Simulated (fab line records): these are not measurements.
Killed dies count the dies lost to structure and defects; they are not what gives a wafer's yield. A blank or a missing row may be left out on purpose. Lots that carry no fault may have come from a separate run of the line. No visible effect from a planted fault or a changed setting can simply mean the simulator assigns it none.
A lot that was struck, set against a sound lot || flow nand_harc || 27 steps out of a route of 1302
Sound: these wafers, L945.2, L945.4, L945.5. Struck: wafers L953.3, L953.4 (left out: L953.2, a lot-mate that was not struck); the cause follows at the end.
Order at every step that has rows: each side's tool, ch and its chambers, its first start. Under that, the readings that differ: sound wafers || struck wafers || difference of the means || sigmas: that difference in standard deviations of wafers without a fault.
alike: readings whose means differ by less than 2 such deviations, and words and numbers that are the same on both sides. not compared: withheld readings, readings that some wafer has no value for, bounds like >300 that may hide the same value, and numbers for which the record gives no deviation and whose values overlap.
A row with sigmas, a row that says differs or no value, or rows on one side alone: a step with any of these is where the two part. Numbers that have no deviation but don't overlap get no sigmas and don't part them. A reading missing from all wafers of one side parts the sides only when that side holds two or more wafers.

first, 1 step without rows for these wafers: NHARC_P_ZERO_WELL_SRD_69.
NHARC_P_ZERO_WELL_RTA_42: time 300 s.
  sound on rtp_anneal-02 ch 0, day 2 13:46; struck on rtp_anneal-02 ch 0, day 5 21:10
  alike: lamp_power_pct, lamp_zone_4_pct, lamp_zone_6_pct, wafer_temp_C_max
NHARC_P_ZERO_WELL_INSPECT_43:
  sound: defect_inspect-01 at day 2 14:53; struck: defect_inspect-02 at day 5 21:45
  alike: raw_defect_count
then, 9 steps without rows for these wafers: NHARC_P_STI_ETCH_26 (etches SiO2 in dHF, target depth 11 nm); NHARC_P_STI_PRECLEAN_27 (cleans in SC1); NHARC_P_STI_SRD_28; NHARC_P_STI_OXIDE_29 (material SiO2, target thk 10 nm, ox time 1362 s); NHARC_P_STI_HM_DEP_30 (deposits Si3N4, target thk 80 nm, time 873 s); NHARC_P_STI_DEHYDRATE_01 (time 120 s); NHARC_P_STI_HMDS_02 (time 30 s); NHARC_P_STI_COAT_41 (time 65 s); NHARC_P_STI_COAT_03 (resist thk 600 nm).
NHARC_P_STI_SOFTBAKE_04: time 70 s.
  sound on litho_track-07 ch 0, day 3 07:00; struck on litho_track-02 ch 0, day 6 13:00
{"reading": "heater_power_total_W (W)", "sound": "200.5 199.7 202.5", "struck": "252.3 252.5", "difference": "+51.5", "sigmas": "+40"}
  alike: exhaust_pa
then, 4 steps without rows for these wafers: NHARC_P_STI_EBR_05; NHARC_P_STI_EXPOSE_06 (exposes mask P STI, target cd 200 nm); NHARC_P_STI_PEB_07 (peb time 80 s); NHARC_P_STI_DEVELOP_08 (time 50 s).
NHARC_P_STI_CD_MEAS_09: target cd 200 nm.
  sound on cd_sem-03 ch 0, day 3 08:05; struck on cd_sem-03 ch 0, day 6 13:58
  alike: cd_nm
NHARC_P_STI_OVL_MEAS_10:
  sound: overlay-01 at day 3 08:11; struck: overlay-01 at day 6 14:04
  alike: overlay_x_nm, overlay_y_nm
NHARC_P_STI_INSPECT_11:
  sound: defect_inspect-01 at day 3 08:13; struck: defect_inspect-01 at day 6 14:05
  alike: raw_defect_count
then, 1 step without rows for these wafers: NHARC_P_STI_HARDBAKE_13 (time 65 s).
NHARC_P_STI_DESCUM_14: chemistry O2, time 3 s.
  sound on rie_diel-13 ch 0,1,2, day 3 08:22; struck on rie_diel-13 ch 3, day 6 14:14
{"reading": "o2_flow_sccm (sccm)", "sound": "198.7 199.5 199.8", "struck": "200.9 200.8", "difference": "+1.5", "sigmas": "+3"}
  alike: drypump_motor_current_A, mfc_ar_sccm, oes_product_au, rf_vpp_V, showerhead_plenum_p_Torr, throttle_valve_pct
  not compared: rf_hours_counter_h, model.P_STI.cd_nm
NHARC_P_STI_ETCH_42: etches the open film in N2/H2, target depth 80 nm, overetch 24 nm, time 61 s.
  sound on rie_diel-13 ch 0,2,3, day 3 08:26; struck on rie_diel-13 ch 0,3, day 6 14:20
  alike: drypump_motor_current_A, mfc_ar_sccm, oes_product_au, rf_vpp_V, showerhead_plenum_p_Torr, throttle_valve_pct
  not compared: rf_hours_counter_h
NHARC_P_STI_ETCH_31: etches the open film in CF4/CHF3, target depth 108.9 nm, time 54.5 s.
  sound: rie_diel-13 ch 0,2,3; struck: rie_diel-13 ch 2,3
  alike: drypump_motor_current_A, mfc_ar_sccm, oes_product_au, rf_vpp_V, showerhead_plenum_p_Torr, throttle_valve_pct
  not compared: rf_hours_counter_h
NHARC_P_STI_ETCH_15: etches the open film in HBr/Cl2, target depth 300 nm, time 100.1 s.
  sound on rie_si-05 ch 0,1,2, day 3 08:37; struck on rie_si-04 ch 1,2, day 6 14:32
{"reading": "drypump_motor_current_A (A)", "sound": "6.2 6.5 6.2", "struck": "4.8 5.7", "difference": -1.0, "sigmas": -2}
{"reading": "model.P_STI.cd_nm (nm)", "sound": "199.6 199.8 197.7", "struck": "196.9 197.2", "difference": -2.0, "sigmas": ""}
  alike: hbr_flow_sccm, oes_product_au, throttle_valve_pct
  not compared: rf_hours_counter_h
NHARC_P_STI_CD_MEAS_16:
  sound: cd_sem-02 at day 3 08:47; struck: cd_sem-01 at day 6 14:43
  alike: cd_nm
next, for these wafers, 1 step has no rows: NHARC_END_SORT_01.

== WHERE THEY PART ==
At NHARC_P_STI_SOFTBAKE_04 first; at NHARC_P_STI_ETCH_15 last (within this record only). Later steps at which nothing parts them and some readings are alike: NHARC_P_STI_CD_MEAS_16.

WHY: what the simulator had put in
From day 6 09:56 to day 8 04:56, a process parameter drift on litho_track-02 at NHARC_P_STI_SOFTBAKE_04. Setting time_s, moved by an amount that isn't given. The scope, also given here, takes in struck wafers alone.
